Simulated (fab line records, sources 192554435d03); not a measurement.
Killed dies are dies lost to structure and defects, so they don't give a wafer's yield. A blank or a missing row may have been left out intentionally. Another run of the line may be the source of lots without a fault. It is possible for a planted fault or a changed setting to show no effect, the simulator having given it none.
fab line records | flow n5_finfet
record lots=7 | wafers=21
route steps=1938 shown PASSIVATION@1923
start_h: hours from the record's first day to the start of the lot's first wafer shown | wait_h: hours from the lot's prior step to this one | " repeats the value in the row above | L1.1+2: a row that stands for several wafers | - either no value or no given start | * or withheld: withheld | < > ~ a bound
route shown NAME@n: NAME is a module with steps in the file, n the number in the route of the first one | usual: average and standard deviation across the fault-free wafers | same: alike in all rows | chamber/n: place in a boat | sites: per-site readings | _std_site: how widely they spread, as a standard deviation | _edge_site: mean of outer sites minus mean of inner sites | radius_mm: for every site, how far away it sits from the centre of the wafer | mask NAME#n: copy n | behind: the most recent tool/chamber to have shaped the wafer | hold: reason for holding the lot/hours on hold/outcome of the hold | device: the transistor (n, p or np) that didn't switch | end of line: at the end of the route, the tests of the same wafers | a step with no rows: only its recipe | killed: the dies lost at the first sort to structure and to defects; this is not the yield of the wafer | map: a wafer's dies, marking killed ones x, the rest . and places with no die _
set.NAME: setting as actually run; set.NAME@STEP: the setting as run at that earlier step | model.NAME: the simulator's own value behind a step, which no gauge read
lots where settings were altered on purpose, with a table for each step and a row for each wafer
## steps
# step N5_PASSIVATION_DEVELOP_43
# recipe develop_time_s=60 | rinse_liquid=diw | dry=air_spin | dev_temp_c=21
lot.wafer  | tool           | chamber | start_h | wait_h | set.develop_time_s
L075.4+5   | litho_track-04 | 0       | -       | -      | 60
L075.6     | "              | 0       | "       | "      | 68.98
L079.2+3   | litho_track-01 | 0       | -       | -      | 60
L079.4     | "              | 0       | "       | "      | 47.59
L082.1     | litho_track-02 | 0       | -       | -      | 48.76
L082.3+4   | "              | 0       | "       | "      | 60
L083.3+5   | litho_track-01 | 0       | -       | -      | 60
L083.6     | "              | 0       | "       | "      | 68.51
L086.1+3+5 | litho_track-04 | 0       | -       | -      | 60
L092.1+3+4 | litho_track-01 | 0       | -       | -      | 60
L094.1     | litho_track-02 | 0       | -       | -      | 60
L094.4+6   | "              | 0       | "       | "      | 51.75
# step N5_PASSIVATION_HARDBAKE_45
# recipe temp_c=130 | time_s=120
# step N5_PASSIVATION_CD_MEAS_44
# recipe target_cd_nm=40000 | landing_energy_ev=500 | detector=se_inlens
# usual cd_nm=40001/2.7
lot.wafer | tool      | chamber | start_h | wait_h | set.develop_time_s@PASSIVATION_DEVELOP_43 | cd_nm
L075.4    | cd_sem-02 | 0       | 282.83  | -      | 60                                        | 40004
L075.5    | "         | 0       | "       | "      | 60                                        | 40001
L075.6    | "         | 0       | "       | "      | 68.98                                     | 40007
L079.2    | cd_sem-03 | 0       | 307.91  | -      | 60                                        | 39998
L079.3    | "         | 0       | "       | "      | 60                                        | 40000
L079.4    | "         | 0       | "       | "      | 47.59                                     | 39989
L082.1    | cd_sem-02 | 0       | 330.31  | -      | 48.76                                     | 39989
L082.3    | "         | 0       | "       | "      | 60                                        | 39997
L082.4    | "         | 0       | "       | "      | 60                                        | 40001
L083.3    | cd_sem-02 | 0       | 334.30  | -      | 60                                        | 39999
L083.5    | "         | 0       | "       | "      | 60                                        | 40000
L083.6    | "         | 0       | "       | "      | 68.51                                     | 40005
L086.1    | cd_sem-01 | 0       | 346.69  | -      | 60                                        | 40000
L086.3    | "         | 0       | "       | "      | 60                                        | 39999
L086.5    | "         | 0       | "       | "      | 60                                        | 40001
L092.1    | cd_sem-03 | 0       | 390.51  | -      | 60                                        | 40002
L092.3    | "         | 0       | "       | "      | 60                                        | 40006
L092.4    | "         | 0       | "       | "      | 60                                        | 40001
L094.1    | cd_sem-03 | 0       | 393.82  | -      | 60                                        | 40001
L094.4    | "         | 0       | "       | "      | 51.75                                     | 39995
L094.6    | "         | 0       | "       | "      | 51.75                                     | 39994
# step N5_PASSIVATION_ETCH_54
# recipe chemistry=CHF3/O2 | target=SiO2 | target_depth_a=8800 | CHF3_flow_sccm=50 | O2_flow_sccm=5 | Ar_flow_sccm=200 | time_s=440 | mask_material=PR | pressure_mtorr=30 | source_w=650 | bias_w=170 | ion_energy_ev=200
# usual rf_vpp_V=524/6.2
lot.wafer | tool        | chamber | start_h | wait_h | set.bias_w | rf_vpp_V
L075.4    | rie_diel-03 | 3       | 283.18  | 0.1    | 170        | 529
L075.5    | "           | 2       | "       | "      | 170        | 522
L075.6    | "           | 3       | "       | "      | 170        | 531
L079.2    | rie_diel-04 | 0       | 308.26  | 0.1    | 179.1      | 548
L079.3    | "           | 3       | "       | "      | 179.1      | 536
L079.4    | "           | 1       | "       | "      | 170        | 526
L082.1    | rie_diel-01 | 0       | 330.72  | 0.1    | 189.9      | 585
L082.3    | "           | 2       | "       | "      | 170        | 526
L082.4    | "           | 3       | "       | "      | 170        | 520
L083.3    | rie_diel-01 | 0       | 335.17  | 0.1    | 170        | 534
L083.5    | "           | 1       | "       | "      | 147.7      | 467
L083.6    | "           | 0       | "       | "      | 147.7      | 478
L086.1    | rie_diel-01 | 0       | 347.04  | 0.1    | 170        | 534
L086.3    | "           | 2       | "       | "      | 170        | 526
L086.5    | "           | 3       | "       | "      | 170        | 521
L092.1    | rie_diel-03 | 3       | 391.37  | 0.1    | 170        | 530
L092.3    | "           | 1       | "       | "      | 170        | 527
L092.4    | "           | 0       | "       | "      | 170        | 517
L094.1    | rie_diel-04 | 3       | 394.59  | 0.1    | 190.3      | 565
L094.4    | "           | 2       | "       | "      | 190.3      | 562
L094.6    | "           | 2       | "       | "      | 190.3      | 561
## key
split step=N5_PASSIVATION_DEVELOP_43 | setting=develop_time_s | stated=60 | by=wafer
response step=N5_PASSIVATION_CD_MEAS_44 | reading=cd_nm | change=+0.447 | per=1% | r=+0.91
split step=N5_PASSIVATION_ETCH_54 | setting=bias_w | stated=170 | by=wafer
response step=N5_PASSIVATION_ETCH_54 | reading=rf_vpp_V | change=+4.79 | per=1% | r=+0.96
